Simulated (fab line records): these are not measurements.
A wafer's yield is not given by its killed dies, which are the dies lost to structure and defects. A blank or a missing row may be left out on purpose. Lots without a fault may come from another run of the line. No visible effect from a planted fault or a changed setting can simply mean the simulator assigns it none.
Chamber matching -- flow n5-finfet -- N5_BEOL_M6_STRIP_19 on rie-diel-01 has 4 sister chambers
The step strips in O2. 8 wafers are shown with their chamber, then 9 later ones without.

== WAFERS PAIRED WITH THEIR CHAMBERS ==
wafer,chamber,showerhead-plenum-p-Torr (Torr),throttle-valve-pct (%)
L075.1,0,2.14,16.44
L079.4,0,2.14,16.47
L079.6,2,2.23,16.27
L081.4,2,2.23,16.28
L081.6,1,2.02,16.93
L083.1,3,2.21,17.12
L083.2,1,2.01,16.95
L083.6,3,2.21,17.12

== WAFERS WITH NO CHAMBER GIVEN ==
wafer,showerhead-plenum-p-Torr (Torr),throttle-valve-pct (%)
L088.1,2.14,16.50
L088.2,2.20,17.10
L088.3,2.01,16.96
L093.1,2.13,16.51
L093.4,2.13,16.51
L093.6,2.01,16.96
L096.1,2.19,17.15
L096.3,2.00,17.02
L096.5,2.00,17.02

== CHAMBER TAKEN BY EACH ==
wafer,from the rows above,in truth
L088.1,0,0
L088.2,3,3
L088.3,1,1
L093.1,0,0
L093.4,0,0
L093.6,1,1
L096.1,3,3
L096.3,1,1
L096.5,1,1
Correctly placed: 9 of 9. Can't be placed from these rows: 0. Wrongly placed: 0.
How it was worked out, from the rows above alone: a wafer's distance from a chamber is the root of the sum, over the readings, of the square of ((its reading less the chamber's mean) divided by the reading's scatter). The wafer belongs to the nearest chamber; if the next one is less than 2 further off, it can't be placed. For every chamber, the mean is computed from those of its wafers that are shown. The scatter: take each reading less its chamber's mean, square it, sum over the shown wafers, divide by the number of wafers less the number of chambers, and take the root.
